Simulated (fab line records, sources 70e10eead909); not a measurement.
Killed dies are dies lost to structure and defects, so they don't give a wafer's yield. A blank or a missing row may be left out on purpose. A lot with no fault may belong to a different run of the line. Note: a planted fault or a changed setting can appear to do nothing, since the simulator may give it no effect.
One fault seen from 3 desks ; flow nand_harc ; each desk has only its own numbers; what lay behind them comes last

== AT THE METROLOGY DESK ==
Means of the sampled wafers that have a number, per lot and without regard to the tool the lot ran on: this is what the gauges read. If a lot's mean is further than 4 standard deviations from the usual mean, the lot is out of limits and carries the mark OUT (the distance appears in the brackets).
Columns: A = cd_nm at NHARC_A_CONTACT_CD_MEAS_42, usual 299.8 nm; B = overlay_x_nm at NHARC_A_CONTACT_OVL_MEAS_43, usual -0.1 nm; C = overlay_y_nm at NHARC_A_CONTACT_OVL_MEAS_43, usual 0.0 nm
lot;first seen here;A;B;C
L953;day 23 15:29;299.9;0.8;-0.3
L952;day 23 22:13;299.7;-0.3;-0.6
L956;day 25 13:50;299.8;-0.3;0.1
L959;day 25 21:19;299.6;0.2;-0.6
L968;day 30 00:47;299.5;0.4;0.8
L970;day 30 20:59;300.5;0.6;-0.5
This desk's finding: nothing out of limits on any of the 6 lots.

== THE DEFECT DESK ==
Inspection counts along the route, by lot: the mean over sampled wafers that carry a number. If a lot's mean is further than 4 standard deviations from the usual mean, the lot is out of limits and carries the mark OUT (the distance appears in the brackets).
Columns: A = raw_defect_count at NHARC_A_CONTACT_INSPECT_44, usual 86
lot;first seen here;A
L953;day 23 15:38;72
L952;day 23 22:20;62
L956;day 25 13:58;132
L959;day 25 21:26;44
L968;day 30 00:55;39
L970;day 30 21:07;56
This desk's finding: nothing out of limits on any of the 6 lots.

== AT THE TOOL OWNER'S DESK: rie_diel-12 ==
The tool's own readings at NHARC_A_CONTACT_ETCH_50 (etches the open film in CF4/CHF3, target depth 121 nm, time 60.5 s): means of the sampled wafers that have a number, for each lot that ran on this tool. If a lot's mean is further than 4 standard deviations from the usual mean, the lot is out of limits and carries the mark OUT (the distance appears in the brackets).
Columns: A = chamber_pressure_mTorr at NHARC_A_CONTACT_ETCH_50, usual 24.999 mTorr; B = drypump_motor_current_A at NHARC_A_CONTACT_ETCH_50, usual 5.7 A; C = mfc_ar_sccm at NHARC_A_CONTACT_ETCH_50, usual 0.009 sccm; D = oes_product_au at NHARC_A_CONTACT_ETCH_50, usual 0.949 a.u.; E = rf_vpp_V at NHARC_A_CONTACT_ETCH_50, usual 371 V; F = showerhead_plenum_p_Torr at NHARC_A_CONTACT_ETCH_50, usual 1.59 Torr; G = throttle_valve_pct at NHARC_A_CONTACT_ETCH_50, usual 16.801 %
lot;first seen here;A;B;C;D;E;F;G
L953;day 23 16:13;25.008;5.6;0.010;0.969;371;1.60;16.803
L956;day 25 14:50;24.998;5.8;0.000;0.900;370;1.57;16.800
L959;day 25 22:03;24.987;5.8;0.000;0.905;372;1.57;16.797
This desk's finding: nothing out of limits on any of the 3 lots.

== TAKEN TOGETHER ==
Metrology desk: nothing out of limits seen.
The defect desk saw nothing out of limits.
Nothing out of limits was seen by the tool owner's desk.

== WHAT THE SIMULATOR HAD PUT IN ==
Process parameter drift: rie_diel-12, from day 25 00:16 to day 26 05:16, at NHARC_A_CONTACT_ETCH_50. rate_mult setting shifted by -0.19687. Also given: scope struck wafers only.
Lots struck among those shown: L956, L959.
